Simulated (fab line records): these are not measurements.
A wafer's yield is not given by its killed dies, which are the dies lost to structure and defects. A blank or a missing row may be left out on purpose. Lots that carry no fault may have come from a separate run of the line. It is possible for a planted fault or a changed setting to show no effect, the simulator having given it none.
Chamber matching + flow n5_finfet + 4 sister chambers for N5_FIN_SAQP_STRIP_77 on rie_diel-04
The step strips in N2/H2, time 90 s. 18 wafers are shown with their chamber, then 9 later ones without.

== WAFERS, EACH WITH ITS CHAMBER ==
| wafer  | chamber | showerhead_plenum_p_Torr (Torr) | drypump_motor_current_A (A) | oes_product_au (a.u.) |
|--------|---------|---------------------------------|-----------------------------|-----------------------|
| L074.3 | 3       | 3.51                            | 5.7                         | 0.77                  |
| L074.4 | 0       | 3.23                            | 6.6                         | 0.74                  |
| L074.5 | 1       | 3.42                            | 5.7                         | 0.85                  |
| L075.1 | 1       | 3.42                            | 5.7                         | 0.84                  |
| L075.2 | 2       | 3.49                            | 5.8                         | 0.71                  |
| L075.3 | 0       | 3.23                            | 6.6                         | 0.74                  |
| L075.4 | 3       | 3.51                            | 5.6                         | 0.77                  |
| L075.5 | 2       | 3.49                            | 5.8                         | 0.71                  |
| L075.6 | 3       | 3.51                            | 5.6                         | 0.77                  |
| L085.1 | 1       | 3.40                            | 5.7                         | 0.81                  |
| L085.4 | 0       | 3.22                            | 6.6                         | 0.72                  |
| L085.5 | 0       | 3.22                            | 6.6                         | 0.73                  |
| L086.4 | 1       | 3.40                            | 5.7                         | 0.82                  |
| L086.5 | 1       | 3.40                            | 5.7                         | 0.81                  |
| L086.6 | 0       | 3.22                            | 6.7                         | 0.73                  |
| L087.3 | 1       | 3.40                            | 5.7                         | 0.81                  |
| L087.4 | 2       | 3.48                            | 5.7                         | 0.70                  |
| L087.6 | 1       | 3.40                            | 5.7                         | 0.82                  |

SIGNATURES (averages over the wafers above)
| reading                  | chamber 0 | chamber 1 | chamber 2 | chamber 3 | scatter within a chamber |
|--------------------------|-----------|-----------|-----------|-----------|--------------------------|
| showerhead_plenum_p_Torr | 3.2240    | 3.4057    | 3.4867    | 3.5100    | 0.00736                  |
| drypump_motor_current_A  | 6.620     | 5.700     | 5.767     | 5.633     | 0.039                    |
| oes_product_au           | 0.7320    | 0.8229    | 0.7067    | 0.7700    | 0.0116                   |
Rule: for each reading, subtract the chamber's mean from the wafer's reading, divide by that reading's scatter and square the result; add these up over the readings and take the root, which gives the wafer's distance from the chamber. If the next closest chamber is less than 2 further off than the closest, the wafer can't be placed; otherwise it belongs to the closest. The scatter: take each reading less its chamber's mean, square it, sum over the shown wafers, divide by the number of wafers less the number of chambers, and take the root.

== WAFERS WITHOUT THEIR CHAMBER ==
| wafer  | showerhead_plenum_p_Torr (Torr) | drypump_motor_current_A (A) | oes_product_au (a.u.) |
|--------|---------------------------------|-----------------------------|-----------------------|
| L088.1 | 3.50                            | 5.7                         | 0.74                  |
| L088.4 | 3.22                            | 6.6                         | 0.72                  |
| L088.6 | 3.50                            | 5.7                         | 0.74                  |
| L090.2 | 3.21                            | 6.6                         | 0.72                  |
| L090.3 | 3.47                            | 5.7                         | 0.69                  |
| L090.5 | 3.40                            | 5.7                         | 0.80                  |
| L096.1 | 3.21                            | 6.6                         | 0.71                  |
| L096.2 | 3.46                            | 5.7                         | 0.68                  |
| L096.6 | 3.46                            | 5.7                         | 0.69                  |

== WHICH CHAMBER EACH WENT THROUGH ==
| wafer  | from the rows above     | in truth |
|--------|-------------------------|----------|
| L088.1 | can't be placed: 3 or 2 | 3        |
| L088.4 | 0                       | 0        |
| L088.6 | can't be placed: 3 or 2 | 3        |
| L090.2 | 0                       | 0        |
| L090.3 | 2                       | 2        |
| L090.5 | 1                       | 1        |
| L096.1 | 0                       | 0        |
| L096.2 | 2                       | 2        |
| L096.6 | 2                       | 2        |
Correct placement for 7 of the 9. Cannot be placed on the basis of these rows: 2; the candidates contain the true chamber in 2. Wrongly placed: 0.
